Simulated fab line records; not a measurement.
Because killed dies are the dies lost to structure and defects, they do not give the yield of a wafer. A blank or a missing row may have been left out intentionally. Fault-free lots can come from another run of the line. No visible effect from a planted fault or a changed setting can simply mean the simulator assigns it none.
8D (eight disciplines) problem report, filled in by code | flow nandHarc | the parts of the form that need people (team, actions taken, sign-off) are left out

== 1. THE ISSUE ==
At NHARC_END_SORT_01, killedAtArray averages 674 over 9 wafers from 3 lots, while fault-free wafers read 28, standard deviation 11. That puts it +59 standard deviations away from the usual mean.
Seen first at day 21 10:28 on prober-02, wafer L366.1. At this step, 9 wafers from 3 lots have a number in the record. The rule behind "out" and "out of limits": a value lying over 4 standard deviations away from the usual mean. The rest of the wafers with a number are treated as sound.

== 2. WHAT IT IS, AND WHAT IT ISN'T ==
question                    | is                        | is not
which readings at this step | killedAtArray, killedDies | killedAtOther, killedAtPeriphery
which lots                  | L365, L366, L368          | -
which wafers of those lots  | all that have a number    | -
read on which gauges        | prober-01, prober-02      | -
when                        | from day 21 10:28         | up to then (0 sound wafers)

== 3. SUSPECTS, AND WHAT RULES EACH OUT ==
Counting: a tool at any process step up to the reading remains a suspect when it ran all the lots that are out and ran no sound lot after the first of those.
- the gauge at NHARC_END_SORT_01 is ruled out. The wafers that are out were read on 2 gauges (prober-01, prober-02).
- rieDiel-09 at NHARC_A_BLC_ETCH_16 (etches the open film in CF4, target depth 39 nm, time 65 s): kept. It ran every lot that is out, first L365 (day 19 15:29), and no sound lot after that.
- rieDiel-11 at NHARC_A_BLC_STRIP_29 (strips in CF4): kept. It ran every lot that is out, first L365 (day 19 16:28), and no sound lot after that.
Remaining after the count are rieDiel-09 at NHARC_A_BLC_ETCH_16 and rieDiel-11 at NHARC_A_BLC_STRIP_29.

== 4. THE CAUSE (what the simulator had put in) ==
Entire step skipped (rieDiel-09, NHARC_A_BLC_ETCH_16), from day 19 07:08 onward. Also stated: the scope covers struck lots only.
This tool is one of the 2 suspects left after counting.

== 5. THE CHAIN OF EFFECTS, in route order ==
Rows list readings where the struck wafers' mean (over those with a number) sits beyond 3 standard deviations from the usual. Scope: only readings with a usual standard deviation given in the record; hours: median across lots of the time from each lot's start at the first step in this table that gives one to its start at this step; sigmas: change in usual standard deviations.
hours | step              | reading       | usual | on struck wafers | change | sigmas
0     | NHARC_END_SORT_01 | killedAtArray | 28    | 674              | +646   | +59
0     | NHARC_END_SORT_01 | killedDies    | 31    | 677              | +646   | +59
Readings that are blank on the struck wafers while sound wafers have them: biasW at NHARC_A_BLC_ETCH_16; cf4FlowSccm at NHARC_A_BLC_ETCH_16; drypumpMotorCurrentA at NHARC_A_BLC_ETCH_16; mfcArSccm at NHARC_A_BLC_ETCH_16; oesProductAu at NHARC_A_BLC_ETCH_16; rfVppV at NHARC_A_BLC_ETCH_16; showerheadPlenumPTorr at NHARC_A_BLC_ETCH_16; throttleValvePct at NHARC_A_BLC_ETCH_16.

== 6. HOW IT WOULD HAVE BEEN CAUGHT EARLIER ==
Counted from the fault's start at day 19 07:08, it took 51 hours until the first out-of-limits reading at a measuring or inspecting step in this record, taken at day 21 10:28.
At NHARC_A_BLC_ETCH_16 the tool's readings are blank on the struck wafers, where sound wafers have them: an empty tool record is the first sign, and it was there at once.
By day 21 10:28, every lot that is out (3) had started NHARC_A_BLC_ETCH_16 on rieDiel-09. Had the tool been put on hold then, not one of them would have been saved.
